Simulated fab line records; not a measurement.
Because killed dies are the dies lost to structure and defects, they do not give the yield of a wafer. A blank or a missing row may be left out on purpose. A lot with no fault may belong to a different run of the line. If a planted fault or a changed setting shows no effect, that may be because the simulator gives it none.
Matching of chambers | flow n5Finfet | pecvd-03 running N5_FIN_SAQP_PECVD_47: 3 sister chambers
The step deposits a-Si from SiH4/He, target thk 45 nm, time 36.3 s. 3 wafers are shown with their chamber, then 8 later ones without.

## WAFERS PAIRED WITH THEIR CHAMBERS
wafer  | chamber | showerheadPlenumPTorr (Torr)
L083.5 | 2       | 5.57
L084.4 | 1       | 5.72
L087.1 | 0       | 5.70

## WAFERS WITH NO CHAMBER GIVEN
wafer  | showerheadPlenumPTorr (Torr)
L087.5 | 5.72
L087.6 | 5.72
L095.1 | 5.70
L095.3 | 5.69
L095.4 | 5.72
L097.2 | 5.72
L097.4 | 5.57
L097.5 | 5.70

## WHICH CHAMBER EACH WENT THROUGH
wafer  | from the rows above | in truth
L087.5 | 1                   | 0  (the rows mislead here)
L087.6 | 1                   | 1
L095.1 | 0                   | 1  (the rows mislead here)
L095.3 | 0                   | 0
L095.4 | 1                   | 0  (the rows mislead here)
L097.2 | 1                   | 1
L097.4 | 2                   | 2
L097.5 | 0                   | 0
Correct placement for 5 of the 8. Not placeable from these rows: 0. Number placed wrongly: 3.
How it was worked out, from the rows above alone: a wafer's distance from a chamber is the root of the sum, over the readings, of the square of ((its reading less the chamber's mean) divided by the reading's scatter). If the next closest chamber is less than 2 further off than the closest, the wafer can't be placed; otherwise it belongs to the closest. The mean given for a chamber averages the wafers shown for that chamber. The scatter: root of mean squared gap, hidden wafer to nearest shown wafer, with one shown wafer a chamber.
